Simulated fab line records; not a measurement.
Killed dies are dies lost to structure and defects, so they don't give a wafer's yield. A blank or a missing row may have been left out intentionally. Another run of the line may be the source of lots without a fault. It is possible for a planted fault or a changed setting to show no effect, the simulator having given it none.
Chamber matching + flow n5_finfet + N5_BEOL_M13_ETCH_59 on rie_diel-02 has 4 sister chambers
The step etches BARC in N2/H2, target depth 89 nm, overetch 26.7 nm, time 67.9 s. 18 wafers are shown with their chamber, then 9 later ones without.

## WAFERS, EACH WITH ITS CHAMBER
| wafer  | chamber | showerhead_plenum_p_Torr (Torr) | oes_product_au (a.u.) | throttle_valve_pct (%) |
|--------|---------|---------------------------------|-----------------------|------------------------|
| L075.2 | 1       | 2.42                            | 0.63                  | 18.18                  |
| L075.3 | 2       | 2.46                            | 0.70                  | 17.93                  |
| L075.4 | 3       | 2.42                            | 0.60                  | 17.99                  |
| L078.1 | 2       | 2.46                            | 0.70                  | 17.93                  |
| L078.3 | 0       | 2.59                            | 0.77                  | 17.82                  |
| L078.5 | 1       | 2.42                            | 0.62                  | 18.19                  |
| L083.1 | 2       | 2.46                            | 0.69                  | 17.94                  |
| L083.4 | 1       | 2.42                            | 0.62                  | 18.22                  |
| L083.6 | 1       | 2.42                            | 0.62                  | 18.22                  |
| L090.1 | 0       | 2.58                            | 0.73                  | 17.86                  |
| L090.4 | 2       | 2.45                            | 0.67                  | 17.98                  |
| L090.5 | 1       | 2.41                            | 0.61                  | 18.25                  |
| L093.1 | 1       | 2.41                            | 0.61                  | 18.26                  |
| L093.3 | 0       | 2.58                            | 0.74                  | 17.88                  |
| L093.5 | 0       | 2.58                            | 0.75                  | 17.85                  |
| L092.1 | 3       | 2.41                            | 0.59                  | 18.04                  |
| L092.2 | 1       | 2.41                            | 0.61                  | 18.26                  |
| L092.5 | 0       | 2.58                            | 0.74                  | 17.87                  |

SIGNATURES (means of the wafers above)
| reading                  | chamber 0 | chamber 1 | chamber 2 | chamber 3 | scatter within a chamber |
|--------------------------|-----------|-----------|-----------|-----------|--------------------------|
| showerhead_plenum_p_Torr | 2.5820    | 2.4157    | 2.4575    | 2.4150    | 0.00519                  |
| oes_product_au           | 0.7460    | 0.6171    | 0.6900    | 0.5950    | 0.0117                   |
| throttle_valve_pct       | 17.8560   | 18.2257   | 17.9450   | 18.0150   | 0.0286                   |
Rule: a wafer lies at a distance from a chamber equal to the root of the sum of squares, over the readings, of (its reading less the chamber's mean, divided by the reading's scatter). The wafer belongs to the nearest chamber; if the next one is less than 2 further off, it can't be placed. The scatter: the root of (the sum of the squares of (reading less its chamber's mean) over the shown wafers, divided by (wafers less chambers)).

## WAFERS WITHOUT THEIR CHAMBER
| wafer  | showerhead_plenum_p_Torr (Torr) | oes_product_au (a.u.) | throttle_valve_pct (%) |
|--------|---------------------------------|-----------------------|------------------------|
| L095.1 | 2.44                            | 0.67                  | 17.99                  |
| L095.2 | 2.57                            | 0.72                  | 17.89                  |
| L095.4 | 2.57                            | 0.73                  | 17.90                  |
| L097.4 | 2.44                            | 0.66                  | 18.01                  |
| L097.5 | 2.41                            | 0.60                  | 18.27                  |
| L097.6 | 2.57                            | 0.72                  | 17.91                  |
| L094.1 | 2.57                            | 0.71                  | 17.90                  |
| L094.4 | 2.44                            | 0.66                  | 18.01                  |
| L094.5 | 2.44                            | 0.66                  | 18.02                  |

## EACH ONE'S CHAMBER
| wafer  | from the rows above | in truth |
|--------|---------------------|----------|
| L095.1 | 2                   | 2        |
| L095.2 | 0                   | 0        |
| L095.4 | 0                   | 0        |
| L097.4 | 2                   | 2        |
| L097.5 | 1                   | 1        |
| L097.6 | 0                   | 0        |
| L094.1 | 0                   | 0        |
| L094.4 | 2                   | 2        |
| L094.5 | 2                   | 2        |
Correct placement for 9 of the 9. From these rows, 0 cannot be placed. Placed wrongly: 0.
